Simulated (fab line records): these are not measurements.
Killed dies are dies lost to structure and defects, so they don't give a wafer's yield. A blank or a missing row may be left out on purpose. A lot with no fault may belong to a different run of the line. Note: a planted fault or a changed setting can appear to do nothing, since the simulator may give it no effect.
The tool behind it: which one?	flow n5 finfet	9 lots with 27 wafers sampled at 3 steps, on a route of 1938 steps

WHAT THE GAUGES READ, wafer by wafer
N5_BEOL_M4_RC_MEAS_101. Usual: DIBL_N 37.0 mV/V, standard deviation 2.3; DIBL_P 37.3 mV/V, standard deviation 2.8; IOFF_N 0.17 nA/um, standard deviation 0.046; IOFF_P 0.23 nA/um, standard deviation 0.054; ION_N 675 uA/um, standard deviation 14; ION_P 460 uA/um, standard deviation 9.3; SS_N 71.7 mV/dec, standard deviation 0.73; SS_P 73.6 mV/dec, standard deviation 0.95; VT_N 249 mV, standard deviation 3.9; VT_P -250 mV, standard deviation 3.9.
lot	measured	on	DIBL_N (mV/V)	DIBL_P (mV/V)	IOFF_N (nA/um)	IOFF_P (nA/um)	ION_N (uA/um)	ION_P (uA/um)	SS_N (mV/dec)	SS_P (mV/dec)	VT_N (mV)	VT_P (mV)	flag
L854	day 7 23:18	prober-02	40.3 37.1 43.8	40.9 35.4 44.8	0.23 0.15 0.36	0.31 0.21 0.42	680 676 712	471 464 478	72.2 71.3 73.7	74.8 73.7 76.2	243 251 240	-246 -251 -243	
L859	day 9 09:13	prober-01	36.5 34.8 40.1	38.2 36.0 43.2	0.19 0.14 0.28	0.25 0.21 0.37	691 653 701	469 455 483	72.1 71.9 72.7	73.1 71.4 74.5	246 251 242	-247 -248 -242	
L862	day 10 05:55	prober-01	38.9 37.5 38.8	41.4 38.2 40.7	0.20 0.16 0.21	0.29 0.23 0.28	679 682 691	467 470 474	71.3 72.1 72.2	74.8 74.1 74.7	248 249 248	-246 -250 -246	
L870	day 12 21:28	prober-01	39.3 41.2 36.0	41.4 44.0 36.5	0.23 0.28 0.16	0.26 0.32 0.19	687 704 681	465 470 456	72.8 73.7 71.7	74.4 75.4 73.3	246 241 248	-248 -245 -253	
L872	day 12 22:43	prober-01	32.3 36.5 32.7	33.6 38.5 34.1	0.11 0.18 0.12	0.14 0.20 0.14	657 679 663	445 458 449	71.2 72.3 71.1	72.2 73.7 72.2	256 249 254	-257 -252 -258	
L873	day 13 00:56	prober-02	36.2 37.1 35.3	33.2 35.2 33.1	0.15 0.17 0.13	0.18 0.21 0.18	670 676 677	456 454 466	71.6 71.7 70.6	72.5 72.8 73.1	253 250 252	-253 -253 -250	
L874	day 13 14:05	prober-01	38.3 36.8 37.2	39.4 38.0 38.0	0.20 0.17 0.18	0.24 0.21 0.22	673 671 666	456 455 455	71.8 72.3 71.8	73.6 72.9 73.7	247 250 248	-251 -252 -250	
L875	day 13 20:28	prober-01	37.8 38.4 40.4	36.6 36.6 38.7	0.16 0.16 0.22	0.20 0.21 0.24	677 656 668	459 444 451	71.3 71.8 72.2	73.3 72.9 73.2	250 253 247	-256 -252 -253	
L877	day 14 06:08	prober-01	37.3 37.0 33.1	38.5 38.7 34.3	0.16 0.17 0.10	0.18 0.18 0.13	675 675 656	450 449 445	72.0 71.9 70.3	74.2 73.9 72.1	252 251 256	-257 -256 -258	

N5_BEOL_M10_CD_MEAS_28: target cd 70 nm. Usual: cd nm at 71.0 nm, with a standard deviation of 1.4.
lot	measured	on	cd nm (nm)	flag
L854	day 10 11:20	cd sem-03	71.1 71.4 70.8	
L859	day 11 11:57	cd sem-02	71.2 68.5 69.1	
L862	day 12 14:34	cd sem-02	70.4 69.1 68.1	
L870	day 15 08:35	cd sem-01	70.3 72.7 72.1	
L872	day 15 08:53	cd sem-03	70.2 69.9 71.0	
L873	day 15 08:14	cd sem-02	72.0 73.8 72.4	
L874	day 15 18:07	cd sem-03	68.3 69.6 70.3	
L875	day 15 18:23	cd sem-02	72.3 69.8 70.5	
L877	day 16 11:58	cd sem-02	69.6 70.6 70.3	

EACH LOT AND THE TOOL THAT RAN IT (in order: tool; ch and the chambers of the sampled wafers; start)
lot	N5_BEOL_M10_ETCH_62
L854	rie diel-03 ch 2,3, day 10 09:50
L859	rie diel-05 ch 1,3, day 11 10:43
L862	rie diel-01 ch 0,1, day 12 12:29
L870	rie diel-01 ch 3, day 15 07:32
L872	rie diel-05 ch 0,2, day 15 08:14
L873	rie diel-03 ch 1,3, day 15 07:16
L874	rie diel-03 ch 0,3, day 15 17:22
L875	rie diel-01 ch 2,3, day 15 17:34
L877	rie diel-01 ch 0,1,2, day 16 06:59
- N5_BEOL_M10_ETCH_62: etches SOC in N2/H2, target depth 110 nm, overetch 22 nm, time 165 s.

AS READ BY THE TOOLS THEMSELVES (means over the sampled wafers that have a number; for cases with no such wafer, the mark the record gives instead)
N5_BEOL_M10_ETCH_62. Usual: bias w 149.9 W, standard deviation 0.45; drypump motor current A 5.6 A, standard deviation 0.5; oes product au 0.67 a.u., standard deviation 0.077; rf vpp V 523.9 V, standard deviation 2.7; showerhead plenum p Torr 2.54 Torr, standard deviation 0.094; throttle valve pct 17.68 %, standard deviation 0.3.
lot	tool	bias w (W)	drypump motor current A (A)	oes product au (a.u.)	rf vpp V (V)	showerhead plenum p Torr (Torr)	throttle valve pct (%)	flag
L854	rie diel-03	149.5	5.3	0.75	521.9	2.48	17.72	
L859	rie diel-05	149.5	5.0	0.60	524.7	2.58	17.86	
L862	rie diel-01	149.6	6.0	0.58	525.2	2.61	17.99	
L870	rie diel-01	149.4	5.8	0.70	521.7	2.47	17.46	
L872	rie diel-05	150.3	5.6	0.57	521.8	2.46	17.80	
L873	rie diel-03	149.6	5.8	0.65	520.7	2.43	17.58	
L874	rie diel-03	150.1	6.0	0.63	523.0	2.50	18.02	
L875	rie diel-01	150.5	5.6	0.71	526.3	2.61	17.41	
L877	rie diel-01	150.1	5.8	0.68	526.1	2.63	17.68	

THE ANSWER, worked out from the rows above alone
Rule: lot off if the mean of its wafers having a number is beyond 3 standard deviations from the usual mean. A lot without any number at a reading at which 4 lots or more have one is off too. Where the step has rows for the other lots, those lots are counted as sound. After the gauges, taken in route order, come the tools' own readings; for these a lot's mean is taken, as printed above. At the first step where some lot is off, the reading lying furthest off is the one used; lots without a number count as furthest.
Across all readings shown, no lot is off: no conclusion can be drawn from this.

WHAT THE SIMULATOR HAD INSERTED
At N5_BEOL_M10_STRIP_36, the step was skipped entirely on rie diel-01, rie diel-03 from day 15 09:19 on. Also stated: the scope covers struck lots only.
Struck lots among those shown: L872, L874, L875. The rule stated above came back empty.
